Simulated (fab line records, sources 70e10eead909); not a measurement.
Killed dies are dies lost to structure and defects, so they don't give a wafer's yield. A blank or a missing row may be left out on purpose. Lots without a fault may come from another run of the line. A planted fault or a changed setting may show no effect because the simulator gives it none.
Chamber matching | flow nand_harc | NHARC_A_CONTACT_ETCH_75 on rie_diel-13: 4 sister chambers
The step etches the open film in CF4, target depth 39 nm, time 65 s. 18 wafers are shown with their chamber, then 9 later ones without.

WAFERS WITH THEIR CHAMBER
wafer  | chamber | showerhead_plenum_p_Torr (Torr) | drypump_motor_current_A (A) | rf_vpp_V (V)
L164.2 | 3       | 1.87                            | 5.78                        | 151.8
L164.3 | 2       | 1.71                            | 5.99                        | 150.9
L164.6 | 3       | 1.87                            | 5.79                        | 152.7
L165.2 | 1       | 1.75                            | 5.53                        | 150.7
L165.4 | 2       | 1.70                            | 6.04                        | 151.0
L165.6 | 2       | 1.70                            | 5.96                        | 150.6
L167.1 | 2       | 1.70                            | 5.98                        | 149.7
L167.4 | 0       | 1.75                            | 5.49                        | 151.2
L167.5 | 1       | 1.75                            | 5.54                        | 150.0
L166.1 | 0       | 1.75                            | 5.41                        | 151.7
L166.5 | 2       | 1.70                            | 6.02                        | 150.6
L166.6 | 1       | 1.75                            | 5.53                        | 154.2
L171.1 | 2       | 1.70                            | 6.03                        | 149.9
L171.2 | 0       | 1.75                            | 5.50                        | 151.7
L171.3 | 3       | 1.87                            | 5.80                        | 152.7
L174.1 | 0       | 1.75                            | 5.45                        | 151.6
L174.4 | 3       | 1.86                            | 5.79                        | 153.5
L174.6 | 1       | 1.75                            | 5.55                        | 150.6

SIGNATURES (means of the wafers above)
reading                  | chamber 0 | chamber 1 | chamber 2 | chamber 3 | scatter within a chamber
showerhead_plenum_p_Torr | 1.7500    | 1.7500    | 1.7017    | 1.8675    | 0.00336
drypump_motor_current_A  | 5.4625    | 5.5375    | 6.0033    | 5.7900    | 0.0274
rf_vpp_V                 | 151.550   | 151.375   | 150.450   | 152.675   | 0.999
Rule: a wafer's distance from a chamber is the root of the sum, over the readings, of the square of ((its reading less the chamber's mean) divided by the reading's scatter). The wafer belongs to the nearest chamber; if the next one is less than 2 further off, it can't be placed. The scatter: the root of (the sum of the squares of (reading less its chamber's mean) over the shown wafers, divided by (wafers less chambers)).

WAFERS WITHOUT THEIR CHAMBER
wafer  | showerhead_plenum_p_Torr (Torr) | drypump_motor_current_A (A) | rf_vpp_V (V)
L179.1 | 1.75                            | 5.53                        | 150.3
L179.5 | 1.75                            | 5.55                        | 152.4
L179.6 | 1.70                            | 6.02                        | 150.7
L182.2 | 1.74                            | 5.56                        | 150.7
L182.3 | 1.70                            | 5.99                        | 149.9
L182.4 | 1.75                            | 5.42                        | 151.8
L184.1 | 1.75                            | 5.46                        | 152.5
L184.3 | 1.86                            | 5.79                        | 154.2
L184.4 | 1.74                            | 5.54                        | 150.3

WHICH CHAMBER EACH WENT THROUGH
wafer  | from the rows above     | in truth
L179.1 | can't be placed: 1 or 0 | 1
L179.5 | 1                       | 1
L179.6 | 2                       | 2
L182.2 | can't be placed: 1 or 0 | 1
L182.3 | 2                       | 2
L182.4 | 0                       | 0
L184.1 | 0                       | 0
L184.3 | 3                       | 3
L184.4 | can't be placed: 1 or 0 | 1
Placed correctly: 6 of 9. Can't be placed from these rows: 3 (the true chamber is among the candidates in 3). Placed wrongly: 0.
